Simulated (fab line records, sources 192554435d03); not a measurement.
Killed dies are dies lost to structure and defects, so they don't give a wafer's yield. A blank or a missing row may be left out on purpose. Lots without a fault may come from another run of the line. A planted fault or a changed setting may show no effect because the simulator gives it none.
Split-lot experiment | flow n5_finfet | 7 lots, 39 wafers read, on a route of 1938 steps

THE SPLIT
At N5_FIN_CUT_ETCH_21 (etches SOC in N2/H2, target depth 219 nm, overetch 43.8 nm, time 523.5 s), the setting time_s was moved away from the recipe's 523.5 s on 15 of the 39 wafers read, by -23.1% to +8.0%. The other wafers ran this setting at the recipe's value.

The reading is taken at the split's own step.

THE READING
SiARC_of_FIN_CUT_COAT_19.thk_nm (the simulator's own value, which no gauge read), in nm, at N5_FIN_CUT_ETCH_21 (etches SOC in N2/H2, target depth 219 nm, overetch 43.8 nm, time 523.5 s). The file gives no usual value for it. The 24 wafers here that ran the recipe average 12.0 nm, standard deviation 0.25 nm.

wafer  | tool, chamber at the split | time_s as run, s | against the recipe | SiARC_of_FIN_CUT_COAT_19.thk_nm, nm | against lot-mates on the recipe
L080.1 | rie_diel-02, 1             | 523.5            | recipe             | 12                                  | -
L080.2 | rie_diel-02, 0             | 523.5            | recipe             | 11.8                                | -
L080.3 | rie_diel-02, 3             | 523.5            | recipe             | 12.4                                | -
L080.4 | rie_diel-02, 1             | 402.6            | -23.1%             | 13.8                                | +1.7
L080.5 | rie_diel-02, 0             | 402.6            | -23.1%             | 13.6                                | +1.5
L080.6 | rie_diel-02, 3             | 402.6            | -23.1%             | 14.2                                | +2.1
L081.1 | rie_diel-03, 0,2           | 523.5            | recipe             | 12                                  | -
L081.3 | rie_diel-03, 0,2           | 523.5            | recipe             | 12                                  | -
L081.2 | rie_diel-03, 1             | 523.5            | recipe             | 12.2                                | -
L081.4 | rie_diel-03, 3             | 523.5            | recipe             | 12.4                                | -
L081.5 | rie_diel-03, 1             | 523.5            | recipe             | 12.2                                | -
L081.6 | rie_diel-03, 2             | 523.5            | recipe             | 12                                  | -
L086.1 | rie_diel-03, 2             | 562.6            | +7.5%              | 11.6                                | -0.7
L086.2 | rie_diel-03, 3,1           | 523.5            | recipe             | 12.4                                | -
L086.4 | rie_diel-03, 3,1           | 523.5            | recipe             | 12.4                                | -
L086.3 | rie_diel-03, 0             | 562.6            | +7.5%              | 11.4                                | -0.9
L086.5 | rie_diel-03, 3             | 562.6            | +7.5%              | 11.8                                | -0.5
L086.6 | rie_diel-03, 2             | 523.5            | recipe             | 12.2                                | -
L089.4 | rie_diel-04, 1             | 523.5            | recipe             | 11.8                                | -
L089.5 | rie_diel-04, 3             | 523.5            | recipe             | 11.8                                | -
L089.6 | rie_diel-04, 2             | 523.5            | recipe             | 12                                  | -
L091.1 | rie_diel-04, 2             | 429.5            | -18.0%             | 13.4                                | +1.7
L091.2 | rie_diel-04, 3,1           | 523.5            | recipe             | 11.6                                | -
L091.5 | rie_diel-04, 3,1           | 523.5            | recipe             | 11.6                                | -
L091.3 | rie_diel-04, 0             | 429.5            | -18.0%             | 13.2                                | +1.5
L091.4 | rie_diel-04, 1             | 429.5            | -18.0%             | 13.2                                | +1.5
L091.6 | rie_diel-04, 2             | 523.5            | recipe             | 11.8                                | -
L094.1 | rie_diel-02, 1             | 565.5            | +8.0%              | 11.2                                | -0.7
L094.2 | rie_diel-02, 0             | 523.5            | recipe             | 11.6                                | -
L094.3 | rie_diel-02, 2             | 523.5            | recipe             | 12                                  | -
L094.4 | rie_diel-02, 3             | 523.5            | recipe             | 12                                  | -
L094.5 | rie_diel-02, 3             | 565.5            | +8.0%              | 11.2                                | -0.7
L094.6 | rie_diel-02, 2             | 565.5            | +8.0%              | 11.4                                | -0.5
L095.1 | rie_diel-02, 1             | 523.5            | recipe             | 12                                  | -
L095.2 | rie_diel-02, 2             | 523.5            | recipe             | 12.2                                | -
L095.3 | rie_diel-02, 0             | 410.8            | -21.5%             | 13.6                                | +1.5
L095.4 | rie_diel-02, 3             | 523.5            | recipe             | 12.2                                | -
L095.5 | rie_diel-02, 2             | 410.8            | -21.5%             | 13.8                                | +1.7
L095.6 | rie_diel-02, 3             | 410.8            | -21.5%             | 13.8                                | +1.7
Where a row lists several chambers, the file gives one row for several wafers and doesn't say which wafer went through which chamber.

THE FIT
A straight line over all 39 wafers: SiARC_of_FIN_CUT_COAT_19.thk_nm changes by -0.0771 nm for each +1% of time_s; r = -0.96; the points scatter about the line by 0.23 nm.
The same after taking each lot's own level away (the mean of its wafers on the recipe; 39 wafers): -0.0802 nm for each +1%; r = -0.98; scatter 0.17 nm.
On that fit, the largest move of time_s shifts the reading by 1.9 nm.
The lots' own levels span 11.67 to 12.33 nm, that is 2.7 times the standard deviation above.
So the lot-to-lot level changes the slope little: the two slopes agree.
Check: with one of the wafers moved furthest among these (-23.1%) left out of the fit, the line predicts +1.86 nm for it against its lot-mates. It came out at +1.73 nm against them.

OTHER SPLITS ON THESE WAFERS
These wafers also went through other splits before the reading. Each is held against what the fit with the lots' levels taken away leaves over:
other split on the same wafers        | wafers away from the commonest value | r with SiARC_of_FIN_CUT_COAT_19.thk_nm (lot level and that fit taken away)
N5_WELL_APT_EPI_41 time_s             | 15                                   | -0.02
N5_FIN_SAQP_HM_DEP_03 target_thk_a    | 12                                   | -0.20
N5_FIN_SAQP_SPACER1_ALD_24 ald_cycles | 18                                   | -0.08

THE WHOLE CHAIN: every reading that the file lists as answering this split, in the file's order
step               | what it does                                                             | reading                                                                          | change (the file's fit)                | r (the file's)
N5_FIN_CUT_ETCH_21 | etches SOC in N2/H2, target depth 219 nm, overetch 43.8 nm, time 523.5 s | etch.depth_nm (the simulator's own value, which no gauge read)                   | +1.03 nm for each +1% of the setting   | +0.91
N5_FIN_CUT_ETCH_21 | etches SOC in N2/H2, target depth 219 nm, overetch 43.8 nm, time 523.5 s | SiARC_of_FIN_CUT_COAT_19.thk_nm (the simulator's own value, which no gauge read) | -0.0799 nm for each +1% of the setting | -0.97

THE FILE'S OWN FIT
SiARC_of_FIN_CUT_COAT_19.thk_nm changes by -0.0799 nm for each +1% of time_s, r = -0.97.
